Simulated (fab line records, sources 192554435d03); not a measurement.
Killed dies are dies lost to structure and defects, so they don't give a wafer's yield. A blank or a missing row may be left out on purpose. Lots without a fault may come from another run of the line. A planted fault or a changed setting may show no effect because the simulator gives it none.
Split-lot experiment | flow n5_finfet | 7 lots, 21 wafers read, on a route of 1938 steps

THE SPLIT
At N5_BEOL_M9_TRENCH_ETCH_37 (etches SiCOH lowk in C4F6/O2, target depth 151.43 nm, time 49 s), the setting source_w was moved away from the recipe's 345 W on 5 of the 21 wafers read, by -14.0% to +13.8%. The other wafers ran this setting at the recipe's value.

The reading is taken at the split's own step.

THE READING
rf_vpp_V, in V, at N5_BEOL_M9_TRENCH_ETCH_37 (etches SiCOH lowk in C4F6/O2, target depth 151.43 nm, time 49 s). Fault-free wafers of this fab line usually give 672 V, standard deviation 18 V.

wafer  | tool, chamber at the split | source_w as run, W | against the recipe | rf_vpp_V, V | against lot-mates on the recipe
L077.2 | rie_diel-01, 0             | 345                | recipe             | 691         | -
L077.3 | rie_diel-01, 2             | 345                | recipe             | 701         | -
L077.4 | rie_diel-01, 0             | 392.6              | +13.8%             | 648         | -48
L079.2 | rie_diel-01, 0             | 345                | recipe             | 693         | -
L079.5 | rie_diel-01, 2             | 345                | recipe             | 700         | -
L079.6 | rie_diel-01, 0             | 345                | recipe             | 692         | -
L078.1 | rie_diel-04, 1             | 345                | recipe             | 677         | -
L078.2 | rie_diel-04, 3             | 345                | recipe             | 657         | -
L078.6 | rie_diel-04, 2             | 345                | recipe             | 644         | -
L080.3 | rie_diel-01, 3             | 345                | recipe             | 649         | -
L080.4 | rie_diel-01, 1             | 345                | recipe             | 672         | -
L080.5 | rie_diel-01, 1             | 345                | recipe             | 670         | -
L083.2 | rie_diel-04, 2             | 345                | recipe             | 645         | -
L083.3 | rie_diel-04, 1             | 296.8              | -14.0%             | 732         | +87
L083.5 | rie_diel-04, 1             | 296.8              | -14.0%             | 733         | +88
L084.1 | rie_diel-03, 3             | 345                | recipe             | 665         | -
L084.2 | rie_diel-03, 1             | 345                | recipe             | 674         | -
L084.4 | rie_diel-03, 2             | 345                | recipe             | 655         | -
L085.2 | rie_diel-04, 0             | 309.1              | -10.4%             | 717         | +39
L085.5 | rie_diel-04, 1             | 345                | recipe             | 678         | -
L085.6 | rie_diel-04, 3             | 309.1              | -10.4%             | 696         | +18

THE FIT
A straight line over all 21 wafers: rf_vpp_V changes by -3.31 V for each +1% of source_w; r = -0.75; the points scatter about the line by 18 V.
The same after taking each lot's own level away (the mean of its wafers on the recipe; 21 wafers): -4.59 V for each +1%; r = -0.91; scatter 13 V.
On that fit, the largest move of source_w shifts the reading by 64 V.
The lots' own levels span 645.0 to 696.0 V, that is 2.8 times the standard deviation above.
So the lot-to-lot level blurs the effect unless lot-mates are compared.
Check: with one of the wafers moved furthest among these (-14.0%) left out of the fit, the line predicts +57.9 V for it against its lot-mates. It came out at +87 V against them.
Tool readings at the split's step, against how far the setting was moved: rf_vpp_V r = -0.75.

OTHER SPLITS ON THESE WAFERS
These wafers also went through other splits before the reading. Each is held against what the fit with the lots' levels taken away leaves over:
other split on the same wafers | wafers away from the commonest value | r with rf_vpp_V (lot level and that fit taken away)
N5_BEOL_M9_DESCUM_16 time_s    | 6                                    | +0.24

THE FILE'S OWN FIT
rf_vpp_V changes by -4.41 V for each +1% of source_w, r = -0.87.
